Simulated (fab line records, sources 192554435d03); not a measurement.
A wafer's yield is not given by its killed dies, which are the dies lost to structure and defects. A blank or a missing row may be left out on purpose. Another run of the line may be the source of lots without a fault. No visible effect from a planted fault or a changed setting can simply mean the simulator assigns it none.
Matching of chambers :: flow n5 finfet :: 4 sister chambers for N5_BEOL_M15_DESCUM_15 on rie diel-06
The step chemistry O2, time 7.9 s. 4 wafers are shown with their chamber, then 9 later ones without.

## WAFERS PAIRED WITH THEIR CHAMBERS
wafer: L085.6
chamber: 2
showerhead plenum p Torr (Torr): 2.04

wafer: L088.1
chamber: 1
showerhead plenum p Torr (Torr): 2.06

wafer: L091.5
chamber: 3
showerhead plenum p Torr (Torr): 2.17

wafer: L091.6
chamber: 0
showerhead plenum p Torr (Torr): 1.98

## WAFERS MISSING THEIR CHAMBER
wafer: L090.1
showerhead plenum p Torr (Torr): 1.98

wafer: L090.3
showerhead plenum p Torr (Torr): 2.03

wafer: L090.5
showerhead plenum p Torr (Torr): 2.06

wafer: L092.1
showerhead plenum p Torr (Torr): 1.98

wafer: L092.2
showerhead plenum p Torr (Torr): 2.03

wafer: L092.3
showerhead plenum p Torr (Torr): 2.17

wafer: L097.1
showerhead plenum p Torr (Torr): 1.98

wafer: L097.3
showerhead plenum p Torr (Torr): 2.03

wafer: L097.6
showerhead plenum p Torr (Torr): 2.17

## CHAMBER TAKEN BY EACH
wafer: L090.1
from the rows above: 0
in truth: 0

wafer: L090.3
from the rows above: 2
in truth: 2

wafer: L090.5
from the rows above: 1
in truth: 1

wafer: L092.1
from the rows above: 0
in truth: 0

wafer: L092.2
from the rows above: 2
in truth: 2

wafer: L092.3
from the rows above: 3
in truth: 3

wafer: L097.1
from the rows above: 0
in truth: 0

wafer: L097.3
from the rows above: 2
in truth: 2

wafer: L097.6
from the rows above: 3
in truth: 3
Correctly placed: 9 of 9. From these rows, 0 cannot be placed. 0 placed wrongly.
How it was worked out, from the rows above alone: a wafer's distance from a chamber is the root of the sum, over the readings, of the square of ((its reading less the chamber's mean) divided by the reading's scatter). The wafer belongs to the nearest chamber; if the next one is less than 2 further off, it can't be placed. For every chamber, the mean is computed from those of its wafers that are shown. The scatter (one wafer shown for each chamber): square how far every hidden wafer sits from the nearest shown wafer, average those squares and take the square root.
